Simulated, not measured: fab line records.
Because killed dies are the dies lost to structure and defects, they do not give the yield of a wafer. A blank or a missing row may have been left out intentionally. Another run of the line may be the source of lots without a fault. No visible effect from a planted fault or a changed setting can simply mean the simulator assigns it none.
Chamber matching / flow n5Finfet / 3 sister chambers for N5_BEOL_M2_CO_CAP_55 on cvdCo-02
The step material Co, precursor CCTBA/H2, target thk 2 nm, time 102.1 s. 6 wafers are shown with their chamber, then 12 later ones without.

== WAFERS, EACH WITH ITS CHAMBER ==
wafer=L083.2; chamber=1; heaterPowerW (W)=216; chamberPressureTorr (Torr)=30.14
wafer=L086.2; chamber=0; heaterPowerW (W)=240; chamberPressureTorr (Torr)=29.97
wafer=L086.4; chamber=1; heaterPowerW (W)=215; chamberPressureTorr (Torr)=30.01
wafer=L090.2; chamber=0; heaterPowerW (W)=239; chamberPressureTorr (Torr)=29.99
wafer=L090.3; chamber=2; heaterPowerW (W)=203; chamberPressureTorr (Torr)=29.98
wafer=L090.4; chamber=2; heaterPowerW (W)=204; chamberPressureTorr (Torr)=30.05

== WAFERS WITHOUT THEIR CHAMBER ==
wafer=L091.3; heaterPowerW (W)=221; chamberPressureTorr (Torr)=30.01
wafer=L091.4; heaterPowerW (W)=236; chamberPressureTorr (Torr)=30.01
wafer=L091.6; heaterPowerW (W)=209; chamberPressureTorr (Torr)=30.06
wafer=L092.1; heaterPowerW (W)=215; chamberPressureTorr (Torr)=30.04
wafer=L092.2; heaterPowerW (W)=202; chamberPressureTorr (Torr)=30.01
wafer=L092.5; heaterPowerW (W)=206; chamberPressureTorr (Torr)=30.01
wafer=L095.1; heaterPowerW (W)=239; chamberPressureTorr (Torr)=29.91
wafer=L095.4; heaterPowerW (W)=200; chamberPressureTorr (Torr)=29.96
wafer=L095.5; heaterPowerW (W)=215; chamberPressureTorr (Torr)=29.90
wafer=L096.1; heaterPowerW (W)=239; chamberPressureTorr (Torr)=30.12
wafer=L096.2; heaterPowerW (W)=199; chamberPressureTorr (Torr)=30.01
wafer=L096.6; heaterPowerW (W)=238; chamberPressureTorr (Torr)=30.00

== WHICH CHAMBER EACH ONE RAN IN ==
wafer=L091.3; from the rows above=1; in truth=1
wafer=L091.4; from the rows above=0; in truth=0
wafer=L091.6; from the rows above=can't be placed: 2 or 1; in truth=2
wafer=L092.1; from the rows above=1; in truth=1
wafer=L092.2; from the rows above=2; in truth=2
wafer=L092.5; from the rows above=2; in truth=2
wafer=L095.1; from the rows above=0; in truth=0
wafer=L095.4; from the rows above=2; in truth=2
wafer=L095.5; from the rows above=1; in truth=1
wafer=L096.1; from the rows above=0; in truth=0
wafer=L096.2; from the rows above=2; in truth=2
wafer=L096.6; from the rows above=0; in truth=0
Placed correctly: 11 of 12. Can't be placed from these rows: 1 (the true chamber is among the candidates in 1). Placed wrongly: 0.
How it was worked out, from the rows above alone: a wafer's distance from a chamber is the root of the sum, over the readings, of the square of ((its reading less the chamber's mean) divided by the reading's scatter). The wafer belongs to the nearest chamber; if the next one is less than 2 further off, it can't be placed. For every chamber, the mean is computed from those of its wafers that are shown. The scatter: the root of (the sum of the squares of (reading less its chamber's mean) over the shown wafers, divided by (wafers less chambers)).
